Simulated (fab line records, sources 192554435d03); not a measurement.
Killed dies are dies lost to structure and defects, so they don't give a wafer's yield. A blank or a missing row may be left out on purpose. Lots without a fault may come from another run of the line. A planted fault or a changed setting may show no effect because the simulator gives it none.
Split-lot experiment | flow n5_finfet | 7 lots, 21 wafers read, on a route of 1938 steps

THE SPLIT
At N5_BEOL_M14_ILD_DEP_00 (deposits SiO2 from TEOS/O2, target thk 1119.3 nm, time 237.4 s), the setting time_s was moved away from the recipe's 237.4 s on 9 of the 21 wafers read, by -12.7% to +4.0%. The other wafers ran this setting at the recipe's value.

The file shows no step between the split and the reading.

THE READING
M14_ILD_THK, in nm, at N5_BEOL_M14_THK_MEAS_01. Fault-free wafers of this fab line usually give 1120 nm, standard deviation 18 nm.

wafer  | tool, chamber at the split | time_s as run, s | against the recipe | M14_ILD_THK, nm | against lot-mates on the recipe
L078.2 | pecvd-01, 1                | 212.8            | -10.4%             | 988             | no lot-mate on the recipe
L078.3 | pecvd-01, 0                | 212.8            | -10.4%             | 990             | no lot-mate on the recipe
L078.5 | pecvd-01, 2                | 212.8            | -10.4%             | 980             | no lot-mate on the recipe
L077.1 | pecvd-01, 0                | 237.4            | recipe             | 1109            | -
L077.3 | pecvd-01, 1                | 222.2            | -6.4%              | 1025            | -84
L077.5 | pecvd-01, 1                | 222.2            | -6.4%              | 1036            | -73
L085.2 | pecvd-02, 2                | 207.3            | -12.7%             | 990             | -144
L085.4 | pecvd-02, 1                | 237.4            | recipe             | 1129            | -
L085.5 | pecvd-02, 2                | 237.4            | recipe             | 1140            | -
L086.1 | pecvd-01, 1                | 237.4            | recipe             | 1121            | -
L086.3 | pecvd-01, 2                | 237.4            | recipe             | 1127            | -
L086.4 | pecvd-01, 0                | 237.4            | recipe             | 1149            | -
L089.2 | pecvd-03, 2                | 237.4            | recipe             | 1118            | -
L089.3 | pecvd-03, 0                | 237.4            | recipe             | 1075            | -
L089.5 | pecvd-03, 2                | 237.4            | recipe             | 1134            | -
L091.2 | pecvd-02, 1                | 237.4            | recipe             | 1119            | -
L091.4 | pecvd-02, 2                | 237.4            | recipe             | 1127            | -
L091.5 | pecvd-02, 1                | 216              | -9.0%              | 1040            | -83
L095.1 | pecvd-01, 2                | 246.9            | +4.0%              | 1150            | +22
L095.3 | pecvd-01, 0                | 237.4            | recipe             | 1128            | -
L095.6 | pecvd-01, 2                | 246.9            | +4.0%              | 1177            | +49

THE FIT
A straight line over all 21 wafers: M14_ILD_THK changes by +11.9 nm for each +1% of time_s; r = +0.96; the points scatter about the line by 18 nm.
The same after taking each lot's own level away (the mean of its wafers on the recipe; 18 wafers): +10.8 nm for each +1%; r = +0.96; scatter 14 nm.
On that fit, the largest move of time_s shifts the reading by 1.4e+02 nm.
The lots' own levels span 1109.0 to 1134.5 nm, that is 1.4 times the standard deviation above.
So the lot-to-lot level changes the slope: the two fits differ.
Check: with one of the wafers moved furthest among these (-12.7%) left out of the fit, the line predicts -132 nm for it against its lot-mates. It came out at -144 nm against them.

OTHER SPLITS ON THESE WAFERS
These wafers also went through other splits before the reading. Each is held against what the fit with the lots' levels taken away leaves over:
other split on the same wafers | wafers away from the commonest value | r with M14_ILD_THK (lot level and that fit taken away)
N5_BEOL_M13_COAT_58 spin_rpm   | 5                                    | +0.05

THE WHOLE CHAIN: every reading that the file lists as answering this split, in the file's order
step                    | what it does                                                   | reading                                                                             | change (the file's fit)              | r (the file's)
N5_BEOL_M14_ILD_DEP_00  | deposits SiO2 from TEOS/O2, target thk 1119.3 nm, time 237.4 s | SiO2_of_BEOL_M14_ILD_DEP_00.thk_nm (the simulator's own value, which no gauge read) | +10.8 nm for each +1% of the setting | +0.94
N5_BEOL_M14_THK_MEAS_01 |                                                                | M14_ILD_THK                                                                         | +10.8 for each +1% of the setting    | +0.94
N5_BEOL_M14_VIA_ETCH_16 | etches SiO2 in C4F8/O2/Ar, target depth 1231.3 nm              | etch.depth_nm (the simulator's own value, which no gauge read)                      | +10.8 nm for each +1% of the setting | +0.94
N5_BEOL_M14_VIA_ETCH_16 | etches SiO2 in C4F8/O2/Ar, target depth 1231.3 nm              | coat_of_BEOL_M14_COAT_04.thk_nm (the simulator's own value, which no gauge read)    | -2.7 nm for each +1% of the setting  | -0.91
N5_BEOL_M14_ETCH_38     | etches SiCN in CF4/N2, target depth 106.5 nm, time 120.6 s     | SiO2_of_BEOL_M14_ILD_DEP_00.thk_nm (the simulator's own value, which no gauge read) | +10.5 nm for each +1% of the setting | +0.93

THE FILE'S OWN FIT
M14_ILD_THK changes by +10.8 nm for each +1% of time_s, r = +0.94.
